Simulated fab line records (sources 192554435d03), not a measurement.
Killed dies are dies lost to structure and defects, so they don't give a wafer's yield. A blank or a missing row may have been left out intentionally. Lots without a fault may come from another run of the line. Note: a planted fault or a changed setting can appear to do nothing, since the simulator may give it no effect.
Matching of chambers || flow n5 finfet || N5_BEOL_M13_DEP_53 on pecvd-03: 3 sister chambers
The step deposits SiCN from 3MS/NH3, target thk 50 nm, time 17.8 s. 3 wafers are shown with their chamber, then 11 later ones without.

== WAFERS, EACH WITH ITS CHAMBER ==
{"wafer": "L084.5", "chamber": 2, "throttle valve pct (%)": 17.8}
{"wafer": "L086.3", "chamber": 0, "throttle valve pct (%)": 18.0}
{"wafer": "L087.2", "chamber": 1, "throttle valve pct (%)": 19.4}

== WAFERS WHOSE CHAMBER IS MISSING ==
{"wafer": "L087.3", "throttle valve pct (%)": 17.8}
{"wafer": "L087.4", "throttle valve pct (%)": 19.5}
{"wafer": "L091.2", "throttle valve pct (%)": 19.3}
{"wafer": "L091.4", "throttle valve pct (%)": 17.9}
{"wafer": "L091.5", "throttle valve pct (%)": 18.0}
{"wafer": "L094.2", "throttle valve pct (%)": 18.0}
{"wafer": "L094.3", "throttle valve pct (%)": 18.1}
{"wafer": "L094.4", "throttle valve pct (%)": 19.0}
{"wafer": "L093.1", "throttle valve pct (%)": 19.1}
{"wafer": "L093.2", "throttle valve pct (%)": 17.9}
{"wafer": "L093.4", "throttle valve pct (%)": 17.9}

== CHAMBER TAKEN BY EACH ==
{"wafer": "L087.3", "from the rows above": "can't be placed: 2 or 0", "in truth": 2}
{"wafer": "L087.4", "from the rows above": 1, "in truth": 1}
{"wafer": "L091.2", "from the rows above": 1, "in truth": 1}
{"wafer": "L091.4", "from the rows above": "can't be placed: 2 or 0", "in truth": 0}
{"wafer": "L091.5", "from the rows above": "can't be placed: 0 or 2", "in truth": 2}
{"wafer": "L094.2", "from the rows above": "can't be placed: 0 or 2", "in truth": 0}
{"wafer": "L094.3", "from the rows above": "can't be placed: 0 or 2", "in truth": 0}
{"wafer": "L094.4", "from the rows above": 1, "in truth": 1}
{"wafer": "L093.1", "from the rows above": 1, "in truth": 1}
{"wafer": "L093.2", "from the rows above": "can't be placed: 2 or 0", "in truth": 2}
{"wafer": "L093.4", "from the rows above": "can't be placed: 2 or 0", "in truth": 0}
Correct placement for 4 of the 11. From these rows, 7 cannot be placed; in 7 the true chamber is one of the candidates. Number placed wrongly: 0.
How it was worked out, from the rows above alone: a wafer's distance from a chamber is the root of the sum, over the readings, of the square of ((its reading less the chamber's mean) divided by the reading's scatter). If the next closest chamber is less than 2 further off than the closest, the wafer can't be placed; otherwise it belongs to the closest. The mean given for a chamber averages the wafers shown for that chamber. The scatter: with one shown wafer a chamber, the root of the mean of the squares of how far each hidden wafer lies from its nearest shown one.
